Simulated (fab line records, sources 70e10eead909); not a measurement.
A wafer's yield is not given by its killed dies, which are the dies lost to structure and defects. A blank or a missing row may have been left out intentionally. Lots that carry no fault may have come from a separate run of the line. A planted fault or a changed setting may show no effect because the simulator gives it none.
Struck lot and sound lot, side by side	flow nand-harc	44 steps out of a route of 1159
Sound: these wafers, L169.4, L169.5, L169.6. Wafers struck: L179.1, L179.2, L179.3. The cause comes at the end.
Each step with rows lists, per side, the tool, then ch with its chambers, then its first start. Under that, the readings that differ: sound wafers	struck wafers	difference of the means	sigmas: that difference in standard deviations of wafers without a fault.
alike: readings whose means differ by less than 2 such deviations, and words and numbers that are the same on both sides. not compared: withheld readings, readings that some wafer has no value for, bounds like >300 that may hide the same value, and numbers for which the record gives no deviation and whose values overlap.
A row with sigmas, a row that says differs or no value, or rows on one side alone: a step with any of these is where the two part. Numbers that have no deviation but don't overlap get no sigmas and don't part them. A reading that every wafer of one side lacks parts them only if that side has two wafers or more.

first, 2 steps without rows for these wafers: NHARC_P_STI_SRD_39; NHARC_P_STI_OXIDE_40 (material SiO2, target thk 10 nm, ox time 1362 s).
NHARC_P_STI_INSPECT_25:
  sound: defect-inspect-01 at day 3 19:10; struck: defect-inspect-02 at day 6 05:42
  alike: raw-defect-count
then, 9 steps without rows for these wafers: NHARC_P_GATE_ETCH_69 (etches SiO2 in dHF, target depth 14 nm); NHARC_P_GATE_PRECLEAN_70 (cleans in SC1); NHARC_P_GATE_SRD_01; NHARC_P_GATE_OXIDE_02 (material SiO2, target thk 37.5 nm, ox time 365 s); NHARC_P_GATE_DEHYDRATE_03 (time 120 s); NHARC_P_GATE_HMDS_04 (time 30 s); NHARC_P_GATE_COAT_05; NHARC_P_GATE_SOFTBAKE_06 (time 95 s); NHARC_P_GATE_EBR_07.
NHARC_P_GATE_EXPOSE_08: exposes mask P HV.
  sound on krf-scanner-02 ch 0, day 4 04:11; struck on krf-scanner-03, day 6 13:34
  no value came back on the struck wafers for exposure-dose-mJ-cm2, focus-offset-nm (nm); on the sound wafers exposure-dose-mJ-cm2 reads 16.743 16.742 16.747
  alike: mask
then, 2 steps without rows for these wafers: NHARC_P_GATE_PEB_09 (peb time 85 s); NHARC_P_GATE_DEVELOP_10 (time 70 s).
NHARC_P_GATE_CD_MEAS_11 targets a cd of 1640 nm.
  sound on cd-sem-02 ch 0, day 4 04:19; struck on cd-sem-03 ch 0, day 6 13:44
reading	sound	struck	difference	sigmas
cd-nm (nm)	1639.3 1639.5 1639.6	- - -	no value on the struck wafers	
then, 8 steps without rows for these wafers: NHARC_P_GATE_HARDBAKE_12 (time 80 s); NHARC_P_GATE_DESCUM_13 (chemistry O2, time 3 s); NHARC_P_GATE_ETCH_14 (etches SiO2 in dHF, target depth 48.8 nm); NHARC_P_GATE_STRIP_15 (strips in SPM, time 780 s); NHARC_P_GATE_PRECLEAN_71 (cleans in SC1); NHARC_P_GATE_SRD_72; NHARC_P_GATE_OXIDE_16 (material SiO2, target thk 3 nm, ox time 392 s); NHARC_P_GATE_CVD_17 (deposits poly-Si, target thk 150 nm, time 900 s).
NHARC_P_GATE_HM_DEP_102: deposits aC, target thk 120 nm.
  sound on acl-dep-01 ch 0, day 4 16:58; struck on acl-dep-01 ch 0, day 7 03:43
reading	sound	struck	difference	sigmas
susceptor-temp-C (C)	399.63 399.71 400.06	- - -	no value on the struck wafers	
  alike: throttle-valve-pct
NHARC_P_GATE_DEP_103: deposits SiON, target thk 30 nm.
  sound on pecvd-02 ch 0,1,2, day 4 17:25; struck on pecvd-02 ch 0,1,2, day 7 04:23
  alike: heater-power-w, susceptor-temp-C
then, 8 steps without rows for these wafers: NHARC_P_GATE_DEHYDRATE_18 (time 120 s); NHARC_P_GATE_HMDS_19 (time 30 s); NHARC_P_GATE_COAT_20 (resist thk 90 nm); NHARC_P_GATE_SOFTBAKE_21 (time 55 s); NHARC_P_GATE_EBR_22; NHARC_P_GATE_EXPOSE_23 (exposes mask P GATE, target cd 120 nm); NHARC_P_GATE_PEB_24 (peb time 65 s); NHARC_P_GATE_DEVELOP_25 (develop time 35 s).
NHARC_P_GATE_CD_MEAS_26 targets a cd of 120 nm.
  sound on cd-sem-03 ch 0, day 4 17:53; struck on cd-sem-01 ch 0, day 7 05:03
  alike: cd-nm
NHARC_P_GATE_OVL_MEAS_27:
  sound: overlay-01 at day 4 17:59; struck: overlay-02 at day 7 05:08
  alike: overlay-x-nm, overlay-y-nm
NHARC_P_GATE_INSPECT_28:
  sound: defect-inspect-02 at day 4 18:01; struck: defect-inspect-02 at day 7 05:11
reading	sound	struck	difference	sigmas
raw-defect-count	8 3 7	1071 1069 1138	+1087	+99 or more
NHARC_P_GATE_DESCUM_31: chemistry O2, time 3 s.
  sound on rie-diel-11 ch 1,2,3, day 4 18:10; struck on rie-diel-11 ch 0,1,2, day 7 05:15
reading	sound	struck	difference	sigmas
rf-hours-counter-h (h)	- - -	48 36 49	no value on the sound wafers	
  alike: drypump-motor-current-A, oes-product-au, rf-vpp-V, showerhead-plenum-p-Torr, throttle-valve-pct
NHARC_P_GATE_ETCH_104: etches the open film in CF4/CHF3, target depth 60 nm.
  sound on rie-diel-11 ch 1,2,3, day 4 18:16; struck on rie-diel-11 ch 0,2,3, day 7 05:20
  alike: drypump-motor-current-A, oes-product-au, rf-vpp-V, showerhead-plenum-p-Torr, throttle-valve-pct
then, 2 steps without rows for these wafers: NHARC_P_GATE_HM_OPEN_105 (chemistry O2/COS, target depth 360 nm); NHARC_P_GATE_STRIP_106 (strips in O2/COS).
NHARC_P_GATE_ETCH_114: etches the open film in CF4/O2, target depth 30 nm, overetch 3 nm, time 16.5 s.
  sound on rie-diel-11 ch 1,2,3; struck on rie-diel-11 ch 0,1,2
reading	sound	struck	difference	sigmas
rf-hours-counter-h (h)	- - -	36 49 49	no value on the sound wafers	
  alike: drypump-motor-current-A, oes-product-au, rf-vpp-V, showerhead-plenum-p-Torr, throttle-valve-pct
NHARC_P_GATE_INSPECT_68:
  sound: defect-inspect-02 at day 5 13:32; struck: defect-inspect-02 at day 7 23:44
reading	sound	struck	difference	sigmas
raw-defect-count	118 171 168	1305 1318 1386	+1184	+17
-- record jumps: 14 days between struck wafers' starts before vs after; left off in module P_GATE, resumes in module END, first step shown is number 1159 of the route --
NHARC_END_SORT_01:
  only the struck wafers appear in the record here, on prober-02 ch 0 at day 21 19:07; the sound ones have no rows

WHERE THEY PART
Earliest at NHARC_P_GATE_EXPOSE_08; latest, in this record, at NHARC_END_SORT_01.

WHY: what the simulator had put in
Entire step skipped (krf-scanner-03, NHARC_P_GATE_EXPOSE_08), from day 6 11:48 onward. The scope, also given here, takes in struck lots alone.
